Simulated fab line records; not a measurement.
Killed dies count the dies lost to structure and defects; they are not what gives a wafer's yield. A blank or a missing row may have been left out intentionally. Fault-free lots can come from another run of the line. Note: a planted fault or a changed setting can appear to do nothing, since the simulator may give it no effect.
Matching of chambers | flow n5 finfet | 4 sister chambers for N5_SDB_CMP_30 on cmp-01
The step polishes, stops on poly-Si, t overpolish 1.54 s, target thk 30 nm. 14 wafers are shown with their chamber, then 7 later ones without.

## WAFERS WITH THEIR CHAMBER
wafer  | chamber | motor current A (A) | time to endpoint s (s) | head pressure psi (psi)
L074.3 | 2       | 10.3                | 16                     | 4.145
L074.4 | 1       | 14.4                | 13                     | 4.158
L074.6 | 0       | 11.7                | 15                     | 4.136
L075.1 | 3       | 14.2                | 15                     | 4.147
L075.3 | 1       | 14.2                | 13                     | 4.154
L075.6 | 1       | 13.0                | 13                     | 4.167
L082.2 | 3       | 13.7                | 19                     | 4.151
L082.5 | 2       | 10.5                | 17                     | 4.158
L082.6 | 3       | 14.6                | 20                     | 4.145
L088.3 | 2       | 10.7                | 18                     | 4.182
L088.5 | 3       | 13.7                | 19                     | 4.170
L088.6 | 2       | 11.1                | 18                     | 4.154
L091.1 | 2       | 10.7                | 14                     | 4.132
L091.2 | 1       | 14.1                | 12                     | 4.147

SIGNATURES (means of the wafers above)
reading            | chamber 0 | chamber 1 | chamber 2 | chamber 3 | scatter within a chamber
motor current A    | 11.700    | 13.925    | 10.660    | 14.050    | 0.459
time to endpoint s | 15.00     | 12.75     | 16.60     | 18.25     | 1.63
head pressure psi  | 4.13600   | 4.15650   | 4.15420   | 4.15325   | 0.014
Rule: a wafer's distance from a chamber is the root of the sum, over the readings, of the square of ((its reading less the chamber's mean) divided by the reading's scatter). If the next closest chamber is less than 2 further off than the closest, the wafer can't be placed; otherwise it belongs to the closest. The scatter: take each reading less its chamber's mean, square it, sum over the shown wafers, divide by the number of wafers less the number of chambers, and take the root.

## WAFERS WITH NO CHAMBER GIVEN
wafer  | motor current A (A) | time to endpoint s (s) | head pressure psi (psi)
L091.4 | 13.9                | 15                     | 4.139
L094.2 | 10.6                | 20                     | 4.149
L094.3 | 13.0                | 19                     | 4.153
L094.4 | 13.9                | 19                     | 4.168
L095.2 | 10.9                | 20                     | 4.152
L095.3 | 14.3                | 21                     | 4.147
L095.5 | 12.6                | 21                     | 4.148

## EACH ONE'S CHAMBER
wafer  | from the rows above          | in truth
L091.4 | can't be placed: 1 or 3      | 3
L094.2 | can't be placed: 2 or 0      | 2
L094.3 | can't be placed: 3 or 0 or 1 | 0
L094.4 | 3                            | 3
L095.2 | can't be placed: 2 or 0      | 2
L095.3 | 3                            | 3
L095.5 | can't be placed: 3 or 0 or 2 | 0
Correctly placed: 2 of 7. Not placeable from these rows: 5 (in 5, the candidates include the true chamber). 0 placed wrongly.
